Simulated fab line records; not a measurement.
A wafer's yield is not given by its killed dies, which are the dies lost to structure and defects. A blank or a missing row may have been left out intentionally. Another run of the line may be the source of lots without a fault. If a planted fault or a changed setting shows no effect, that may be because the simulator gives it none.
A struck lot beside a sound one ; flow n5 finfet ; 14 out of 1938 route steps
Sound: these wafers, L821.3, L821.5, L821.6. Wafers L828.1, L828.3, L828.4 were the ones struck. The cause is given at the end.
Order at every step that has rows: each side's tool, ch and its chambers, its first start. Under that, the readings that differ: sound wafers ; struck wafers ; difference of the means ; sigmas: that difference in standard deviations of wafers without a fault.
alike: readings whose means differ by less than 2 such deviations, and words and numbers that are the same on both sides. not compared: withheld readings, readings that some wafer has no value for, bounds like >300 that may hide the same value, and numbers for which the record gives no deviation and whose values overlap.
Wherever a step has rows on one side only, a row that says differs or no value, or a row with sigmas, the two part there. Numbers that have no deviation but don't overlap get no sigmas and don't part them. A reading that every wafer of one side lacks parts them only if that side has two wafers or more.

N5_BEOL_M15_STRIP_63: strips in O2.
  sound: rie diel-04 ch 0,1; struck: rie diel-04 ch 0,3
  alike: drypump motor current A, oes product au, rf vpp V, showerhead plenum p Torr, throttle valve pct
  not compared: rf hours counter h
N5_BEOL_M15_STRIP_64: strips in O2.
  sound: rie diel-04 ch 0,1; struck: rie diel-04 ch 0,3
  alike: drypump motor current A, oes product au, rf vpp V, showerhead plenum p Torr, throttle valve pct
  not compared: rf hours counter h
then, 2 steps without rows for these wafers: N5_BEOL_M15_STRIP_65 (strips in post etch residue remover, time 60 s); N5_BEOL_M15_SRD_66 (time 30 s, dry time 30 s).
N5_BEOL_M15_CD_MEAS_17: the cd target is 360 nm.
  sound on cd sem-02 at day 13 08:50; struck on cd sem-02 at day 15 02:23
  alike: cd nm
then, 1 step without rows for these wafers: N5_BEOL_M15_COAT_56 (time 60 s, resist thk 550 nm).
N5_BEOL_M15_ETCH_57: etches SOC in N2/H2, time 750 s.
  sound on rie diel-01 ch 1,2,3, day 13 08:56; struck on rie diel-04 ch 0,1, day 15 02:29
  alike: drypump motor current A, oes product au, rf vpp V, showerhead plenum p Torr, throttle valve pct
  not compared: rf hours counter h
then, 5 steps without rows for these wafers: N5_BEOL_M15_COAT_60 (time 60 s, resist thk 89 nm); N5_BEOL_M15_COAT_22 (resist thk 800 nm); N5_BEOL_M15_EBR_24; N5_BEOL_M15_SOFTBAKE_23 (time 60 s); N5_BEOL_M15_EXPOSE_25 (exposes mask M15, target cd 400 nm).
N5_BEOL_M15_PEB_26: peb time 90 s.
  struck on litho track-03, day 15 03:09; sound on litho track-03 ch 0, day 13 09:35
  no value came back on the struck wafers for chill plate temp C (C), exhaust pa (Pa); on the sound wafers chill plate temp C (C) reads 22.97 22.85 22.97
then, 1 step without rows for these wafers: N5_BEOL_M15_DEVELOP_27 (develop time 45 s).

== WHERE THEY PART ==
Only at N5_BEOL_M15_PEB_26, within this record.

WHY: what had been put in by the simulator
Whole step skipped at N5_BEOL_M15_PEB_26 on litho track-03, starting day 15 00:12. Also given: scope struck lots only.
